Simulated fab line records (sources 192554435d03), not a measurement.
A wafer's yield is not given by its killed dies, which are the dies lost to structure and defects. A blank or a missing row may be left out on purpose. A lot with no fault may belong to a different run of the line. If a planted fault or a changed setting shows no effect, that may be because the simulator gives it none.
Matching of chambers || flow n5-finfet || N5_BEOL_M9_STRIP_36 on rie-diel-05: 4 sister chambers
The step strips in N2/H2. 27 wafers are shown with their chamber, then 12 later ones without.

== WAFERS PAIRED WITH THEIR CHAMBERS ==
{"wafer": "L076.1", "chamber": 1, "drypump-motor-current-A (A)": 6.1, "showerhead-plenum-p-Torr (Torr)": 2.44, "throttle-valve-pct (%)": 23.64}
{"wafer": "L076.2", "chamber": 2, "drypump-motor-current-A (A)": 5.3, "showerhead-plenum-p-Torr (Torr)": 2.57, "throttle-valve-pct (%)": 23.94}
{"wafer": "L076.5", "chamber": 0, "drypump-motor-current-A (A)": 5.9, "showerhead-plenum-p-Torr (Torr)": 2.60, "throttle-valve-pct (%)": 23.84}
{"wafer": "L075.2", "chamber": 1, "drypump-motor-current-A (A)": 6.1, "showerhead-plenum-p-Torr (Torr)": 2.44, "throttle-valve-pct (%)": 23.62}
{"wafer": "L075.3", "chamber": 0, "drypump-motor-current-A (A)": 5.9, "showerhead-plenum-p-Torr (Torr)": 2.60, "throttle-valve-pct (%)": 23.81}
{"wafer": "L075.4", "chamber": 3, "drypump-motor-current-A (A)": 6.2, "showerhead-plenum-p-Torr (Torr)": 2.61, "throttle-valve-pct (%)": 23.69}
{"wafer": "L077.1", "chamber": 3, "drypump-motor-current-A (A)": 6.2, "showerhead-plenum-p-Torr (Torr)": 2.61, "throttle-valve-pct (%)": 23.69}
{"wafer": "L077.2", "chamber": 0, "drypump-motor-current-A (A)": 5.9, "showerhead-plenum-p-Torr (Torr)": 2.59, "throttle-valve-pct (%)": 23.81}
{"wafer": "L077.3", "chamber": 2, "drypump-motor-current-A (A)": 5.3, "showerhead-plenum-p-Torr (Torr)": 2.57, "throttle-valve-pct (%)": 23.94}
{"wafer": "L081.1", "chamber": 1, "drypump-motor-current-A (A)": 6.1, "showerhead-plenum-p-Torr (Torr)": 2.44, "throttle-valve-pct (%)": 23.64}
{"wafer": "L081.3", "chamber": 3, "drypump-motor-current-A (A)": 6.3, "showerhead-plenum-p-Torr (Torr)": 2.60, "throttle-valve-pct (%)": 23.69}
{"wafer": "L081.6", "chamber": 1, "drypump-motor-current-A (A)": 6.1, "showerhead-plenum-p-Torr (Torr)": 2.44, "throttle-valve-pct (%)": 23.65}
{"wafer": "L083.1", "chamber": 2, "drypump-motor-current-A (A)": 5.3, "showerhead-plenum-p-Torr (Torr)": 2.57, "throttle-valve-pct (%)": 23.94}
{"wafer": "L083.2", "chamber": 3, "drypump-motor-current-A (A)": 6.2, "showerhead-plenum-p-Torr (Torr)": 2.60, "throttle-valve-pct (%)": 23.70}
{"wafer": "L083.6", "chamber": 3, "drypump-motor-current-A (A)": 6.3, "showerhead-plenum-p-Torr (Torr)": 2.60, "throttle-valve-pct (%)": 23.69}
{"wafer": "L085.1", "chamber": 1, "drypump-motor-current-A (A)": 6.1, "showerhead-plenum-p-Torr (Torr)": 2.43, "throttle-valve-pct (%)": 23.66}
{"wafer": "L085.2", "chamber": 0, "drypump-motor-current-A (A)": 5.9, "showerhead-plenum-p-Torr (Torr)": 2.59, "throttle-valve-pct (%)": 23.84}
{"wafer": "L085.3", "chamber": 2, "drypump-motor-current-A (A)": 5.3, "showerhead-plenum-p-Torr (Torr)": 2.56, "throttle-valve-pct (%)": 23.96}
{"wafer": "L088.1", "chamber": 0, "drypump-motor-current-A (A)": 6.0, "showerhead-plenum-p-Torr (Torr)": 2.59, "throttle-valve-pct (%)": 23.82}
{"wafer": "L088.4", "chamber": 1, "drypump-motor-current-A (A)": 6.1, "showerhead-plenum-p-Torr (Torr)": 2.43, "throttle-valve-pct (%)": 23.62}
{"wafer": "L088.5", "chamber": 0, "drypump-motor-current-A (A)": 5.9, "showerhead-plenum-p-Torr (Torr)": 2.59, "throttle-valve-pct (%)": 23.83}
{"wafer": "L090.3", "chamber": 1, "drypump-motor-current-A (A)": 6.1, "showerhead-plenum-p-Torr (Torr)": 2.43, "throttle-valve-pct (%)": 23.66}
{"wafer": "L090.4", "chamber": 1, "drypump-motor-current-A (A)": 6.1, "showerhead-plenum-p-Torr (Torr)": 2.43, "throttle-valve-pct (%)": 23.67}
{"wafer": "L090.5", "chamber": 2, "drypump-motor-current-A (A)": 5.3, "showerhead-plenum-p-Torr (Torr)": 2.56, "throttle-valve-pct (%)": 23.94}
{"wafer": "L089.1", "chamber": 1, "drypump-motor-current-A (A)": 6.1, "showerhead-plenum-p-Torr (Torr)": 2.43, "throttle-valve-pct (%)": 23.63}
{"wafer": "L089.2", "chamber": 0, "drypump-motor-current-A (A)": 5.9, "showerhead-plenum-p-Torr (Torr)": 2.58, "throttle-valve-pct (%)": 23.87}
{"wafer": "L089.6", "chamber": 3, "drypump-motor-current-A (A)": 6.2, "showerhead-plenum-p-Torr (Torr)": 2.60, "throttle-valve-pct (%)": 23.32}

SIGNATURES (means of the wafers above)
{"reading": "drypump-motor-current-A", "chamber 0": 5.914, "chamber 1": 6.100, "chamber 2": 5.300, "chamber 3": 6.233, "scatter within a chamber": 0.0309}
{"reading": "showerhead-plenum-p-Torr", "chamber 0": 2.5914, "chamber 1": 2.4344, "chamber 2": 2.5660, "chamber 3": 2.6033, "scatter within a chamber": 0.00575}
{"reading": "throttle-valve-pct", "chamber 0": 23.8314, "chamber 1": 23.6433, "chamber 2": 23.9440, "chamber 3": 23.6300, "scatter within a chamber": 0.0725}
Rule: a wafer's distance from a chamber is the root of the sum, over the readings, of the square of ((its reading less the chamber's mean) divided by the reading's scatter). If the next closest chamber is less than 2 further off than the closest, the wafer can't be placed; otherwise it belongs to the closest. The scatter is the square root of a quotient: the sum, over the shown wafers, of each reading's squared deviation from its chamber's mean, divided by wafers minus chambers.

== WAFERS WITHOUT THEIR CHAMBER ==
{"wafer": "L093.1", "drypump-motor-current-A (A)": 5.3, "showerhead-plenum-p-Torr (Torr)": 2.56, "throttle-valve-pct (%)": 23.96}
{"wafer": "L093.2", "drypump-motor-current-A (A)": 6.2, "showerhead-plenum-p-Torr (Torr)": 2.60, "throttle-valve-pct (%)": 23.37}
{"wafer": "L093.5", "drypump-motor-current-A (A)": 5.9, "showerhead-plenum-p-Torr (Torr)": 2.58, "throttle-valve-pct (%)": 23.87}
{"wafer": "L095.1", "drypump-motor-current-A (A)": 5.9, "showerhead-plenum-p-Torr (Torr)": 2.58, "throttle-valve-pct (%)": 23.86}
{"wafer": "L095.3", "drypump-motor-current-A (A)": 5.3, "showerhead-plenum-p-Torr (Torr)": 2.56, "throttle-valve-pct (%)": 23.99}
{"wafer": "L095.6", "drypump-motor-current-A (A)": 6.2, "showerhead-plenum-p-Torr (Torr)": 2.60, "throttle-valve-pct (%)": 23.38}
{"wafer": "L096.2", "drypump-motor-current-A (A)": 5.3, "showerhead-plenum-p-Torr (Torr)": 2.55, "throttle-valve-pct (%)": 23.97}
{"wafer": "L096.5", "drypump-motor-current-A (A)": 5.9, "showerhead-plenum-p-Torr (Torr)": 2.58, "throttle-valve-pct (%)": 23.86}
{"wafer": "L096.6", "drypump-motor-current-A (A)": 6.3, "showerhead-plenum-p-Torr (Torr)": 2.59, "throttle-valve-pct (%)": 23.33}
{"wafer": "L097.1", "drypump-motor-current-A (A)": 5.9, "showerhead-plenum-p-Torr (Torr)": 2.58, "throttle-valve-pct (%)": 23.85}
{"wafer": "L097.4", "drypump-motor-current-A (A)": 5.3, "showerhead-plenum-p-Torr (Torr)": 2.55, "throttle-valve-pct (%)": 24.01}
{"wafer": "L097.6", "drypump-motor-current-A (A)": 6.2, "showerhead-plenum-p-Torr (Torr)": 2.59, "throttle-valve-pct (%)": 23.34}

== EACH ONE'S CHAMBER ==
{"wafer": "L093.1", "from the rows above": 2, "in truth": 2}
{"wafer": "L093.2", "from the rows above": 3, "in truth": 3}
{"wafer": "L093.5", "from the rows above": 0, "in truth": 0}
{"wafer": "L095.1", "from the rows above": 0, "in truth": 0}
{"wafer": "L095.3", "from the rows above": 2, "in truth": 2}
{"wafer": "L095.6", "from the rows above": 3, "in truth": 3}
{"wafer": "L096.2", "from the rows above": 2, "in truth": 2}
{"wafer": "L096.5", "from the rows above": 0, "in truth": 0}
{"wafer": "L096.6", "from the rows above": 3, "in truth": 3}
{"wafer": "L097.1", "from the rows above": 0, "in truth": 0}
{"wafer": "L097.4", "from the rows above": 2, "in truth": 2}
{"wafer": "L097.6", "from the rows above": 3, "in truth": 3}
12 of 12 placed correctly. Can't be placed from these rows: 0. Wrongly placed: 0.
